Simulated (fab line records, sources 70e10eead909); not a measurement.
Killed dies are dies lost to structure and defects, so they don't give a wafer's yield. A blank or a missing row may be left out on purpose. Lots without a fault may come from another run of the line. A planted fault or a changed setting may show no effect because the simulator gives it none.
One fault seen from 2 desks | flow nand_harc | each desk has only its own numbers; what lay behind them comes last

THE DEFECT DESK
What the inspections along the route counted, lot by lot: means of the sampled wafers that have a number. A lot is out of limits, marked OUT, if its mean lies more than 4 standard deviations from the usual mean; the brackets give that distance.
Columns: A = raw_defect_count at NHARC_A_M1_INSPECT_11, usual 33
lot  | first seen here | A
L386 | day 18 03:04    | 17
L383 | day 18 04:02    | 12
L388 | day 18 06:28    | 24
L400 | day 22 03:50    | 37
L402 | day 22 09:04    | 64
L404 | day 23 08:14    | 42
This desk's finding: nothing out of limits on any of the 6 lots.

THE METROLOGY DESK
What the gauges read, lot by lot, whatever tool the lot ran on: means of the sampled wafers that have a number. A lot is out of limits, marked OUT, if its mean lies more than 4 standard deviations from the usual mean; the brackets give that distance. Of its 9 readings 7 are shown: those that lie furthest out on some lot.
Columns: A = cd_nm at NHARC_A_M1_CD_MEAS_09, usual 119.6 nm; B = overlay_x_nm at NHARC_A_M1_OVL_MEAS_10, usual -0.1 nm; C = overlay_y_nm at NHARC_A_M1_OVL_MEAS_10, usual 0.2 nm; D = cd_nm at NHARC_A_M1_CD_MEAS_16, usual 119.7 nm; E = thk_nm at NHARC_A_BONDPAD_THK_MEAS_30, usual 199.6 nm; F = cd_nm at NHARC_A_BONDPAD_CD_MEAS_09, usual 500.4 nm; G = overlay_y_nm at NHARC_A_BONDPAD_OVL_MEAS_35, usual 0 nm
lot  | first seen here | A     | B    | C    | D     | E     | F     | G
L386 | day 18 02:56    | 120.2 | 0.4  | 1.1  | 120.5 | 200.0 | 500.1 | 6
L383 | day 18 03:55    | 119.6 | 0.5  | -0.6 | 119.5 | 198.8 | 500.4 | 15
L388 | day 18 06:20    | 119.6 | -0.1 | 0.4  | 119.7 | 200.2 | 497.0 | -6
L400 | day 22 03:43    | 119.2 | -0.5 | -0.8 | 119.8 | 197.5 | 501.8 | 7
L402 | day 22 08:56    | 120.5 | -0.0 | 0.6  | 120.9 | 199.0 | 499.8 | 3
L404 | day 23 08:07    | 119.2 | -1.9 | 2.1  | 119.1 | 198.9 | 498.9 | 4
This desk's finding: nothing out of limits on any of the 6 lots.

PUT TOGETHER
The defect desk saw nothing out of limits.
The metrology desk saw nothing out of limits.

WHAT THE SIMULATOR HAD PUT IN
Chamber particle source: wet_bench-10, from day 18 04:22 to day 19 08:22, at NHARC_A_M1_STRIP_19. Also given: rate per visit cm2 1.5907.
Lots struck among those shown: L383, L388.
